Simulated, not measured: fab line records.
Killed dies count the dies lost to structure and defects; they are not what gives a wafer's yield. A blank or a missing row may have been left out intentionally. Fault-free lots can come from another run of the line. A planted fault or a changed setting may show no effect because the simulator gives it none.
Check for tools in common + flow n5 finfet + 10 lots, 28 wafers sampled

## WHAT PROMPTED THE OPENING
On 2 of the 10 lots, a flag is raised at N5_BEOL_M7_CD_MEAS_11 on the reading cd nm. Fault-free wafers read 38.8 nm, with a standard deviation of 0.64.
Rule: flag the lot when none of its wafers has a number, or when each of its wafers that has one lies beyond 4 standard deviations from that mean. All remaining lots are regarded as sound.

| lot  | measured     | on        | cd nm (nm), wafer by wafer | flag    |
|------|--------------|-----------|----------------------------|---------|
| L659 | day 13 07:37 | cd sem-03 | 39.3 38.7 39.0             |         |
| L657 | day 13 10:13 | cd sem-01 | 39.6 38.8 38.7             |         |
| L661 | day 13 16:53 | cd sem-03 | 39.3 38.1 38.9             |         |
| L663 | day 14 18:40 | cd sem-01 | 45.7 45.8 45.8             | FLAGGED |
| L666 | day 14 21:32 | cd sem-03 | 44.2 44.6 45.0             | FLAGGED |
| L672 | day 16 07:53 | cd sem-01 | 38.1 38.0 37.9             |         |
| L674 | day 16 11:26 | cd sem-02 | 38.2 37.6                  |         |
| L671 | day 16 18:04 | cd sem-02 | 37.8 38.4                  |         |
| L675 | day 16 22:28 | cd sem-02 | 39.2 39.6 40.1             |         |
| L680 | day 18 17:08 | cd sem-03 | 39.5 38.6 38.8             |         |
The numbers of the flagged lots are 45.2 nm on average: +6.4 nm against the usual, or +10 standard deviations.

## LOT BY LOT: THE TOOL USED
Before the reading, the record contains 3 process steps out of a 1938-step route. Read each cell as the tool, then ch plus the chambers that the sampled wafers visited, then the start.
| lot  | flag    | N5_BEOL_M7_CURE_74            | N5_BEOL_M7_HM_DEP_02         | N5_BEOL_M7_EXPOSE_08               |
|------|---------|-------------------------------|------------------------------|------------------------------------|
| L659 |         | uv cure-03 ch 2, day 13 05:49 | pvd sputter-02, day 13 07:05 | arfi scanner-02 ch 0, day 13 07:30 |
| L657 |         | uv cure-01 ch 2, day 13 07:01 | pvd sputter-01, day 13 09:42 | arfi scanner-03 ch 0, day 13 10:05 |
| L661 |         | uv cure-02 ch 2, day 13 14:57 | pvd sputter-02, day 13 16:21 | arfi scanner-02 ch 0, day 13 16:46 |
| L663 | FLAGGED | uv cure-02 ch 2, day 14 17:31 | pvd sputter-02, day 14 18:18 | arfi scanner-02 ch 0, day 14 18:33 |
| L666 | FLAGGED | uv cure-02 ch 0, day 14 19:38 | pvd sputter-03, day 14 21:10 | arfi scanner-02 ch 0, day 14 21:25 |
| L672 |         | uv cure-01 ch 2, day 16 06:26 | pvd sputter-01, day 16 07:23 | arfi scanner-01 ch 0, day 16 07:46 |
| L674 |         | uv cure-02 ch 1, day 16 09:56 | pvd sputter-03, day 16 11:03 | arfi scanner-01 ch 0, day 16 11:19 |
| L671 |         | uv cure-03 ch 2, day 16 15:32 | pvd sputter-02, day 16 17:44 | arfi scanner-01 ch 0, day 16 17:58 |
| L675 |         | uv cure-03 ch 0, day 16 20:49 | pvd sputter-03, day 16 21:57 | arfi scanner-01 ch 0, day 16 22:20 |
| L680 |         | uv cure-01 ch 2, day 18 15:02 | pvd sputter-01, day 18 16:38 | arfi scanner-01 ch 0, day 18 17:01 |
What is done by these steps:
- N5_BEOL_M7_CURE_74: cures SiCOH lowk, time 240 s.
- N5_BEOL_M7_HM_DEP_02: deposits TiN, target thk 20 nm.
- N5_BEOL_M7_EXPOSE_08: exposes mask M7.
- N5_BEOL_M7_CD_MEAS_11: target cd 38.5 nm.

## FLAGGED AGAINST TOTAL, ONE TOOL AT A TIME (gauges that did the reading follow at the end)
| step                  | tool            | lots run | flagged | share of the flagged lots | sound lots run after its first flagged lot |
|-----------------------|-----------------|----------|---------|---------------------------|--------------------------------------------|
| N5_BEOL_M7_CURE_74    | uv cure-01      | 3        | 0       | none                      | -                                          |
| N5_BEOL_M7_CURE_74    | uv cure-02      | 4        | 2       | all                       | 1 (L674)                                   |
| N5_BEOL_M7_CURE_74    | uv cure-03      | 3        | 0       | none                      | -                                          |
| N5_BEOL_M7_HM_DEP_02  | pvd sputter-01  | 3        | 0       | none                      | -                                          |
| N5_BEOL_M7_HM_DEP_02  | pvd sputter-02  | 4        | 1       | some                      | 1 (L671)                                   |
| N5_BEOL_M7_HM_DEP_02  | pvd sputter-03  | 3        | 1       | some                      | 2 (L674,L675)                              |
| N5_BEOL_M7_EXPOSE_08  | arfi scanner-01 | 5        | 0       | none                      | -                                          |
| N5_BEOL_M7_EXPOSE_08  | arfi scanner-02 | 4        | 2       | all                       | 0                                          |
| N5_BEOL_M7_EXPOSE_08  | arfi scanner-03 | 1        | 0       | none                      | -                                          |
| N5_BEOL_M7_CD_MEAS_11 | cd sem-01       | 3        | 1       | some                      | 1 (L672)                                   |
| N5_BEOL_M7_CD_MEAS_11 | cd sem-02       | 3        | 0       | none                      | -                                          |
| N5_BEOL_M7_CD_MEAS_11 | cd sem-03       | 4        | 1       | some                      | 1 (L680)                                   |

## THE TABLE: WHAT IT ALLOWS
Every flagged lot went through 2 rows of the table: uv cure-02 at N5_BEOL_M7_CURE_74 and arfi scanner-02 at N5_BEOL_M7_EXPOSE_08.
- uv cure-02 at N5_BEOL_M7_CURE_74: 2 of its 4 lots flagged. After the first flagged lot (L674), sound lots still ran on it; a lasting fault on the whole tool would not permit that.
- arfi scanner-02 at N5_BEOL_M7_EXPOSE_08: 2 of its 4 lots flagged. Last sound lot L661 at day 13 16:46, first flagged lot L663 at day 14 18:33; a fault beginning in between fits. Its own readings (exposure dose mJ cm2) fall more than 4 standard deviations out on all wafers of the flagged lots.
Just one tool remains: arfi scanner-02 at N5_BEOL_M7_EXPOSE_08.

## WHAT WAS PUT IN BY THE SIMULATOR
Process parameter drift: arfi scanner-02, from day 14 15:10 on, at N5_BEOL_M7_EXPOSE_08. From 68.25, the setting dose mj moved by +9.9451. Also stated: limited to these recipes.
Lots struck among those shown: L663, L666. Same finding as the rule above.
